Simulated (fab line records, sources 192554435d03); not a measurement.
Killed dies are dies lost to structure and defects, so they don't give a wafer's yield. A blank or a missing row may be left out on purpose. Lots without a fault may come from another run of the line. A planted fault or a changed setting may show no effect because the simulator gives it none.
fab line records | flow n5_finfet
record lots=6 wafers=18 last_day=19
route steps=1938 shown BEOL_M10@1524 BEOL_M11@1536 PASSIVATION@1936
lots that met no fault: from a run of the same line without faults
start_h: hours from the record's first day to the start of the lot's first wafer shown | wait_h: hours since the lot's step before | " the same as in the row above | L1.1+2: a row that stands for several wafers | - no value, or no start given | * or withheld: withheld | < > ~ a bound
route shown NAME@n: a module of which the file shows steps, and the number in the route of the first | usual: mean/standard deviation of fault-free wafers | same: alike in all rows | chamber/n: place in a boat | sites: the reading at each site | _std_site: their standard deviation | _edge_site: outer sites' mean less inner sites' | radius_mm: how far each site lies from the wafer's centre | mask NAME#n: copy n | behind: the tool/chamber that last shaped the wafer | hold: why the lot was held/for how many hours/how that ended | device: the transistor (n, p or np) that didn't switch | end of line: the same wafers' tests at the end of the route | a step without rows: its recipe alone | killed: dies lost to structure and defects at the first sort, not the wafer's yield | map: a wafer's dies, x killed, . not, _ none there
set.NAME: the setting as run; set.NAME@STEP: as run at that earlier step | model.NAME: the simulator's own value behind a step, which no gauge read
lots at some steps of the route; a table a step, a row a wafer
services: from which hour (start_h, from the record's first day; less than 0 if before it) a tool's chamber was out of use, for how many hours, and why
## steps
# step N5_BEOL_M10_ALD_74
# recipe material=TaN target_thk_a=20 temp_c=275 ald_precursor_family=PDMAT ald_co_reactant=NH3 pressure_torr=3 carrier_flow_sccm=1500 pulse_time_s=2 purge_time_s=3 co_reactant_purge_time_s=2 co_reactant_pulse_time_s=3 ald_cycles=40 precursor_vessel_temp_c=75 precursor_vessel_pressure_torr=26.25 precursor_vessel_carrier_sccm=1000
# step N5_BEOL_M10_SURFACE_TREAT_76
# recipe gas=Ar time_s=* ion_energy_ev=* ion_current_ma_cm2=0.5 pressure_mtorr=* ar_flow_sccm=30
# usual throttle_valve_pct=*
# columns lot.wafer tool chamber start_h wait_h throttle_valve_pct
L990.2 pvd_sputter-01 - 246.13 0.2 *
L990.3 " - " " *
L990.6 " - " " *
L993.1 pvd_sputter-01 - 276.16 0.2 *
L993.3 " - " " *
L993.4 " - " " *
L999.3 pvd_sputter-03 - 305.33 0.2 *
L999.4 " - " " *
L999.6 " - " " *
L998.2 pvd_sputter-02 - 326.28 0.2 *
L998.4 " - " " *
L998.6 " - " " *
L111.4 pvd_sputter-01 - 389.96 0.2 *
L111.5 " - " " *
L111.6 " - " " *
L112.1 pvd_sputter-02 - 397.43 0.2 *
L112.3 " - " " *
L112.5 " - " " *
# step N5_BEOL_M10_CVD_75
# recipe material=Co target_thk_a=20 temp_c=withheld precursor=CCTBA/H2 pressure_torr=30 time_s=138.9
# step N5_BEOL_M10_SPUTTER_48
# recipe material=Cu target_thk_a=120 temp_c=-20 bias_v=60 power_w=26000 chamber_pressure_pa=0.13 time_s=2
# usual throttle_valve_pct=30.0/1.2
# columns lot.wafer tool chamber start_h wait_h throttle_valve_pct
L990.2 pvd_sputter-02 - 246.67 0.2 31.5
L990.3 " - " " 31.6
L990.6 " - " " 29.5
L993.1 pvd_sputter-01 - 276.60 0.3 29.9
L993.3 " - " " 27.7
L993.4 " - " " 29.0
L999.3 pvd_sputter-01 - 305.95 0.3 27.5
L999.4 " - " " 30.2
L999.6 " - " " 29.2
L998.2 pvd_sputter-03 - 326.47 0.1 31.1
L998.4 " - " " 29.7
L998.6 " - " " 31.0
L111.4 pvd_sputter-02 - 390.26 0.0 31.8
L111.5 " - " " 29.0
L111.6 " - " " 31.8
L112.1 pvd_sputter-02 - 397.73 0.2 31.6
L112.3 " - " " 31.4
L112.5 " - " " 31.2
# step N5_BEOL_M10_ECD_50
# recipe material=Cu target_thk_a=3180
# step N5_BEOL_M10_ANNEAL_51
# recipe temp_c=225 time_s=90 ambient=N2
# usual wafer_temp_C_max=226.4/0.41
# columns lot.wafer tool chamber start_h wait_h wafer_temp_C_max
L990.2 rtp_anneal-02 0 246.94 0.1 226.5
L990.3 " 0 " " 226.8
L990.6 " 0 " " 227.1
L993.1 rtp_anneal-02 0 276.83 0.1 226.5
L993.3 " 0 " " 227.0
L993.4 " 0 " " 226.6
L999.3 rtp_anneal-02 0 306.39 0.3 226.8
L999.4 " 0 " " 226.6
L999.6 " 0 " " 226.7
L998.2 rtp_anneal-02 0 329.64 3.0 226.7
L998.4 " 0 " " 227.4
L998.6 " 0 " " 226.5
L111.4 rtp_anneal-01 0 390.62 0.2 226.3
L111.5 " 0 " " 226.3
L111.6 " 0 " " 225.9
L112.1 rtp_anneal-02 0 398.58 0.7 226.4
L112.3 " 0 " " 226.8
L112.5 " 0 " " 226.5
# step N5_BEOL_M10_CMP_52
# recipe stop_on=SiCOH_lowk t_overpolish_s=7 down_force_psi=1 platen_rpm=50 clearing_platen_down_force_psi=1.5 clearing_platen_rpm=50 post_cmp_clean=cu_alkaline target_thk_nm=140 clearing_platen_pad_velocity_m_s=0.99484 pad_velocity_m_s=0.99484
# usual barrier_field_endpoint_s=29.1/0.64 motor_current_A=6.1/0.48 overpolish_run_s=7.000/0.0083 time_to_endpoint_s=65.7/2.6
# columns lot.wafer tool chamber start_h wait_h barrier_field_endpoint_s motor_current_A overpolish_run_s time_to_endpoint_s
L990.3 cmp-04 0 247.27 0.2 30.1 6.0 7.001 72.8
L990.2 " 1 " " 30.2 5.9 7.005 71.3
L990.6 " 3 " " 30.8 6.0 7.015 68.4
L993.1 cmp-01 2 277.17 0.3 28.7 5.8 7.014 66.4
L993.3 " 3 " " 28.1 4.9 7.000 61.8
L993.4 " 0 " " 29.0 5.5 7.004 63.8
L999.3 cmp-01 2 306.59 0.2 28.8 5.7 6.993 65.4
L999.4 " 3 " " 29.2 5.0 6.994 67.4
L999.6 " 2 " " 29.4 5.4 7.017 66.1
L998.4 cmp-03 1 330.19 0.3 29.2 6.2 7.009 65.7
L998.2 " 2 " " 28.8 6.7 6.990 62.6
L998.6 " 0 " " 29.0 6.7 6.991 62.8
L111.4 cmp-04 2 390.90 0.2 28.0 6.7 6.993 63.2
L111.5 " 3 " " 29.6 6.1 6.996 61.8
L111.6 " 0 " " 29.8 5.6 7.000 67.3
L112.1 cmp-01 2 399.20 0.5 29.1 5.8 6.998 64.4
L112.3 " 3 " " 29.4 4.8 7.007 70.4
L112.5 " 2 " " 30.4 5.5 7.008 65.3
# step N5_BEOL_M10_THK_MEAS_53
# recipe thk_meas_gauge=xrf reads=Cu_of_BEOL_M10_ECD_50
# usual M10_THK=138.7/2
# columns lot.wafer tool chamber start_h wait_h M10_THK[nm]
L990.2 film_metro-01 - 247.49 - 141.1
L990.3 " - " " 137.2
L990.6 " - " " 139.2
L993.1 film_metro-01 - 277.42 - 137.6
L993.3 " - " " 140.4
L993.4 " - " " 135.7
L999.3 film_metro-01 - 306.89 - 135.1
L999.4 " - " " 134.9
L999.6 " - " " 133.5
L998.2 film_metro-01 - 330.41 - 141.3
L998.4 " - " " 141.4
L998.6 " - " " 141.8
L111.4 film_metro-01 - 391.08 - 140.5
L111.5 " - " " 141.1
L111.6 " - " " 141.9
L112.1 film_metro-02 - 399.45 - 139.5
L112.3 " - " " 138.0
L112.5 " - " " 138.4
# step N5_BEOL_M10_PRE_CLEAN_55
# recipe gas=NH3 time_s=15 temp_c=withheld rf_power_w=300
# step N5_BEOL_M10_DEP_56
# recipe material=SiCN target_thk_a=150 temp_c=withheld precursor=3MS/NH3 pressure_torr=3 rf_w=202 time_s=26.5
# step N5_BEOL_M10_RS_MEAS_57
# recipe thk_meas_gauge=four-point-probe reads=Cu_of_BEOL_M10_ECD_50+Co_of_BEOL_M10_CVD_75+TaN_of_BEOL_M10_ALD_74
# usual M10_RS=0.1511/0.0024
# columns lot.wafer tool chamber start_h wait_h M10_RS[ohm/sq]
L990.2 film_metro-01 - 247.62 0.1 0.1487
L990.3 " - " " 0.1530
L990.6 " - " " 0.1509
L993.1 film_metro-01 - 277.56 0.1 0.1517
L993.3 " - " " 0.1488
L993.4 " - " " 0.1542
L999.3 film_metro-02 - 307.03 0.1 0.1529
L999.4 " - " " 0.1539
L999.6 " - " " 0.1560
L998.2 film_metro-01 - 330.55 0.1 0.1485
L998.4 " - " " 0.1492
L998.6 " - " " 0.1468
L111.4 film_metro-01 - 391.22 0.0 0.1494
L111.5 " - " " 0.1481
L111.6 " - " " 0.1473
L112.1 film_metro-02 - 399.59 0.1 0.1501
L112.3 " - " " 0.1526
L112.5 " - " " 0.1522
# step N5_BEOL_M10_INSPECT_58
# recipe inspect_instrument=darkfield mode=post_dep
# usual raw_defect_count=81/27
# columns lot.wafer tool chamber start_h wait_h raw_defect_count
L990.2 defect_inspect-01 - 247.65 0.0 70
L990.3 " - " " 66
L990.6 " - " " 57
L993.1 defect_inspect-01 - 277.58 0.0 62
L993.3 " - " " 41
L993.4 " - " " 61
L999.3 defect_inspect-01 - 307.05 0.0 70
L999.4 " - " " 45
L999.6 " - " " 75
L998.2 defect_inspect-01 - 330.57 0.0 35
L998.4 " - " " 46
L998.6 " - " " 29
L111.4 defect_inspect-01 - 391.24 0.0 99
L111.5 " - " " 60
L111.6 " - " " 87
L112.1 defect_inspect-02 - 399.61 0.0 64
L112.3 " - " " 48
L112.5 " - " " 79
# step N5_BEOL_M11_ILD_DEP_00
# recipe material=SiCOH_lowk target_thk_a=3085.1 temp_c=300 precursor=DEMS/porogen pressure_torr=5 rf_w=500 time_s=58
# usual heater_power_w=269/41 rf_fwd_power_W=496.4/1.8 showerhead_plenum_p_Torr=5.743/0.014 susceptor_temp_C=300.01/0.2 throttle_valve_pct=14.1/0.98
# columns lot.wafer tool chamber start_h wait_h heater_power_w rf_fwd_power_W showerhead_plenum_p_Torr susceptor_temp_C throttle_valve_pct
L990.2 pecvd-01 2 247.69 0.0 225 492.5 5.724 299.91 14.7
L990.3 " 0 " " 212 497.9 5.730 300.30 13.2
L990.6 " 1 " " 275 495.0 5.734 299.74 14.9
L993.1 pecvd-04 1 277.62 0.0 286 498.6 5.763 300.05 14.3
L993.3 " 2 " " 215 493.2 5.742 300.14 13.6
L993.4 " 1 " " 298 496.4 5.772 300.03 14.5
L999.3 pecvd-01 1 307.09 0.0 282 493.6 5.743 300.03 14.8
L999.4 " 2 " " 241 498.9 5.743 299.78 14.8
L999.6 " 0 " " 269 497.4 5.732 302.82 13.3
L998.2 pecvd-01 1 330.61 0.0 228 492.8 5.745 299.84 14.9
L998.4 " 2 " " 215 497.2 5.723 299.95 14.7
L998.6 " 0 " " 261 495.3 5.731 303.23 13.4
L111.4 pecvd-03 1 391.30 0.1 244 494.1 5.750 299.85 15.9
L111.5 " 0 " " 305 497.4 5.746 300.04 13.1
L111.6 " 2 " " 304 499.7 5.742 300.31 13.0
L112.1 pecvd-03 1 399.65 0.0 227 494.9 5.766 300.19 16.1
L112.3 " 0 " " 263 496.9 5.747 300.19 13.4
L112.5 " 0 " " 268 498.8 5.738 300.16 13.1
# step N5_BEOL_M11_CURE_71
# recipe temp_c=385 time_s=240 ambient=He/Ar material=SiCOH_lowk
# usual lamp_power_pct=52.31/0.054 wafer_temp_C_max=386.8/0.8
# columns lot.wafer tool chamber start_h wait_h lamp_power_pct wafer_temp_C_max
L990.2 uv_cure-01 2 247.84 0.1 52.25 386.3
L990.3 " 2 " " 52.35 386.1
L990.6 " 2 " " 52.34 387.0
L993.1 uv_cure-02 2 279.50 1.9 52.30 387.0
L993.3 " 2 " " 52.29 387.6
L993.4 " 2 " " 52.30 386.8
L999.3 uv_cure-03 0 307.33 0.2 52.26 386.6
L999.4 " 0 " " 52.30 386.3
L999.6 " 0 " " 52.27 386.4
L998.2 uv_cure-03 2 330.85 0.2 52.33 387.5
L998.4 " 2 " " 52.35 387.3
L998.6 " 2 " " 52.30 387.0
L111.4 uv_cure-02 1 391.59 0.3 52.37 386.2
L111.5 " 1 " " 52.20 385.9
L111.6 " 1 " " 52.39 385.9
L112.1 uv_cure-02 1 399.74 0.1 52.38 386.0
L112.3 " 1 " " 52.31 386.1
L112.5 " 1 " " 52.27 386.1
# step N5_PASSIVATION_PROBE_49
# usual defect_limited_yield=91.0/1.5 killed_at_M0_to_M3=37/12 killed_at_M4_up=13/5 killed_at_contacts=13/6.1 killed_at_front_end=39/11 killed_at_other=4/3.2 killed_dies=106/17 killed_open=69/12 killed_short=35/7.9 sort_bin_5_function=5.3/1 sort_bin_6_memory=3.3/0.68 sort_n_pass=1074/17 sort_yield_pct=91.0/1.5
# same gross_dies=1180 killed_at_back_side=0 sort_bin_4_leakage[%]=0 sort_bin_8_speed[%]=0
# columns lot.wafer tool chamber start_h wait_h defect_limited_yield[%] killed_at_M0_to_M3 killed_at_M4_up killed_at_contacts killed_at_front_end killed_at_other killed_dies killed_open killed_short sort_bin_5_function[%] sort_bin_6_memory[%] sort_n_pass sort_yield_pct[%]
L993.1 prober-01 - 327.94 0.0 90.0 20 11 25 57 5 118 83 33 6.3 3.4 1062 90.0
L993.3 prober-01 - 328.04 0.1 88.1 39 18 27 51 5 140 84 47 6.6 4.5 1040 88.1
L993.4 prober-01 - 328.09 0.2 90.9 39 16 17 32 3 107 66 38 5.4 3.1 1073 90.9
L999.3 prober-01 - 361.55 0.1 92.8 23 7 12 42 1 85 50 34 4.2 2.7 1095 92.8
L999.4 prober-01 - 361.60 0.2 91.5 29 8 12 43 8 100 54 45 5.2 2.5 1080 91.5
L999.6 prober-01 - 361.70 0.3 91.1 45 14 6 39 1 105 66 39 4.7 3.8 1075 91.1
L998.2 prober-02 - 374.94 0.1 89.5 55 4 10 50 5 124 77 45 7.6 2.6 1056 89.5
L998.4 prober-02 - 375.04 0.2 90.0 44 7 17 40 10 118 75 41 5.8 3.9 1062 90.0
L998.6 prober-02 - 375.14 0.3 92.0 28 7 7 49 3 94 56 38 4.8 2.7 1086 92.0
L112.1 prober-01 - 449.80 0.0 92.2 33 11 19 25 4 92 70 21 4.2 3.3 1088 92.2
L112.3 prober-01 - 449.90 0.1 94.7 20 11 8 20 3 62 41 21 2.7 2.1 1118 94.7
L112.5 prober-01 - 450.00 0.2 92.3 34 12 18 25 2 91 62 27 5.2 2.4 1089 92.3
# killed by level:class
L993.1 STI_FIN_REVEAL:geometric_particle:open=22 MOL_CONTACT_COAG:geometric_particle:open=18 FIN_SAQP:geometric_particle:open=15 MOL_CONTACT_COAG:geometric_particle:short=7 STI_FIN_REVEAL:geometric_particle:short=5 BEOL_M0_SAQP:geometric_particle:short=5 BEOL_M5:geometric_particle:open=4 MIM_TOP_ETCH:geometric_particle:open=4
L993.3 MOL_CONTACT_COAG:geometric_particle:open=21 STI_FIN_REVEAL:geometric_particle:open=10 BEOL_M0_SAQP:geometric_particle:short=8 BEOL_M0_SAQP:geometric_particle:open=8 BEOL_M3:geometric_particle:open=7 FIN_SAQP:geometric_particle:short=6 BEOL_M1:geometric_particle:open=6 MOL_CONTACT_COAG:geometric_particle:short=6
L993.4 MOL_CONTACT_COAG:geometric_particle:open=14 BEOL_M0_SAQP:geometric_particle:short=12 BEOL_M3:geometric_particle:open=8 BEOL_M4:geometric_particle:open=7 STI_FIN_REVEAL:geometric_particle:open=6 BEOL_M0_SAQP:geometric_particle:open=6 BEOL_M3:geometric_particle:short=5 GATE_CUT:geometric_particle:short=4
L999.3 MOL_CONTACT_COAG:geometric_particle:open=10 FIN_SAQP:geometric_particle:open=9 FIN_SAQP:geometric_particle:short=9 BEOL_M0_SAQP:geometric_particle:short=5 BEOL_M3:geometric_particle:open=5 BEOL_M3:geometric_particle:short=4 STI_FIN_REVEAL:geometric_particle:open=3 DUMMY_GATE:geometric_particle:open=3
L999.4 FIN_SAQP:geometric_particle:short=17 BEOL_M0_SAQP:geometric_particle:short=10 FIN_SAQP:geometric_particle:open=9 MOL_CONTACT_COAG:geometric_particle:open=9 BEOL_M0_SAQP:geometric_particle:open=6 STI_FIN_REVEAL:geometric_particle:open=5 BEOL_M1:geometric_particle:open=5 GATE_CUT:geometric_particle:short=3
L999.6 BEOL_M0_SAQP:geometric_particle:short=13 FIN_SAQP:geometric_particle:open=10 FIN_SAQP:geometric_particle:short=10 BEOL_M0_SAQP:geometric_particle:open=9 BEOL_M3:geometric_particle:open=8 BEOL_M2:geometric_particle:open=6 GATE_CUT:geometric_particle:open=5 BEOL_M4:geometric_particle:open=5
L998.2 BEOL_M3:geometric_particle:open=21 FIN_SAQP:geometric_particle:open=10 BEOL_M0_SAQP:geometric_particle:short=10 BEOL_M1:geometric_particle:open=8 STI_FIN_REVEAL:geometric_particle:open=7 FIN_SAQP:geometric_particle:short=6 MOL_CONTACT_COAG:geometric_particle:open=5 MOL_CONTACT_COAG:geometric_particle:short=5
L998.4 MOL_CONTACT_COAG:geometric_particle:open=17 BEOL_M0_SAQP:geometric_particle:open=13 BEOL_M0_SAQP:geometric_particle:short=12 STI_FIN_REVEAL:geometric_particle:open=9 FIN_SAQP:geometric_particle:open=6 PASS1_DEP:geometric_particle:short=6 GATE_CUT:geometric_particle:short=6 BEOL_M2:geometric_particle:open=6
L998.6 BEOL_M3:geometric_particle:open=10 FIN_SAQP:geometric_particle:open=8 FIN_SAQP:geometric_particle:short=7 ILD0:geometric_particle:short=6 BEOL_M1:geometric_particle:open=6 STI_FIN_REVEAL:geometric_particle:open=5 ILD0:geometric_particle:open=5 MOL_CONTACT_COAG:geometric_particle:open=5
L112.1 MOL_CONTACT_COAG:geometric_particle:open=18 BEOL_M2:geometric_particle:open=14 BEOL_M0_SAQP:geometric_particle:short=6 DUMMY_GATE:geometric_particle:open=5 FIN_SAQP:geometric_particle:short=4 DUMMY_GATE:geometric_particle:short=4 BEOL_M0_SAQP:geometric_particle:open=4 BEOL_M3:geometric_particle:open=4
L112.3 BEOL_M2:geometric_particle:open=13 GATE_CUT:geometric_particle:short=6 MOL_CONTACT_COAG:geometric_particle:open=5 STI_FIN_REVEAL:geometric_particle:open=4 DUMMY_GATE:geometric_particle:open=3 MOL_CONTACT_COAG:geometric_particle:short=3 BEOL_M0_SAQP:geometric_particle:short=3 BEOL_M4:geometric_particle:open=3
L112.5 MOL_CONTACT_COAG:geometric_particle:open=17 DUMMY_GATE:geometric_particle:open=7 BEOL_M3:geometric_particle:open=7 BEOL_M0:geometric_particle:open=6 BEOL_M2:geometric_particle:open=6 BEOL_M2:geometric_particle:short=5 FIN_SAQP:geometric_particle:open=4 GATE_CUT:geometric_particle:short=4
## services
# columns tool chamber start_h hours kind
uv_cure-03 - 228.57 2.1 pm
cmp-01 - 237.79 4.0 pm
cmp-01 - 241.79 - consumable_replace:conditioner
cmp-01 - 241.79 - consumable_replace:pad
cmp-04 - 255.24 0.7 repair
uv_cure-01 - 256.47 24.0 repair
pecvd-01 - 273.03 1.2 repair
uv_cure-03 - 273.72 7.6 repair
pecvd-03 0 279.12 5.2 repair
pecvd-01 - 288.17 2.8 pm
uv_cure-03 - 294.73 0.2 repair
uv_cure-03 - 294.93 0.3 repair
pecvd-03 - 297.02 5.5 pm
cmp-03 - 297.74 5.6 repair
uv_cure-03 - 304.41 0.4 repair
cmp-04 - 306.38 0.4 repair
cmp-04 - 314.71 4.0 pm
rtp_anneal-01 - 326.99 4.0 pm
cmp-01 - 343.50 0.9 repair
pecvd-04 0 344.39 3.6 repair
cmp-03 - 363.75 4.2 pm
pecvd-01 2 364.94 5.5 scheduled_down
pecvd-01 1 383.62 - clean
uv_cure-03 - 384.92 6.0 pm
## key
first_sign step=N5_BEOL_M11_ILD_DEP_00 reading=susceptor_temp_C direction=up sigmas=15 usual=* struck=*
effect none on later readings
met_at N5_BEOL_M11_ILD_DEP_00
struck_wafers L998.6,L999.6
onset_between 247.69 307.09
fault kind=process_parameter_drift tool=pecvd-01 chamber=0 onset_h=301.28 steps=N5_BEOL_M11_ILD_DEP_00 channel=temp_c offset=* shape=step end_h=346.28 acts_in=* stated=*
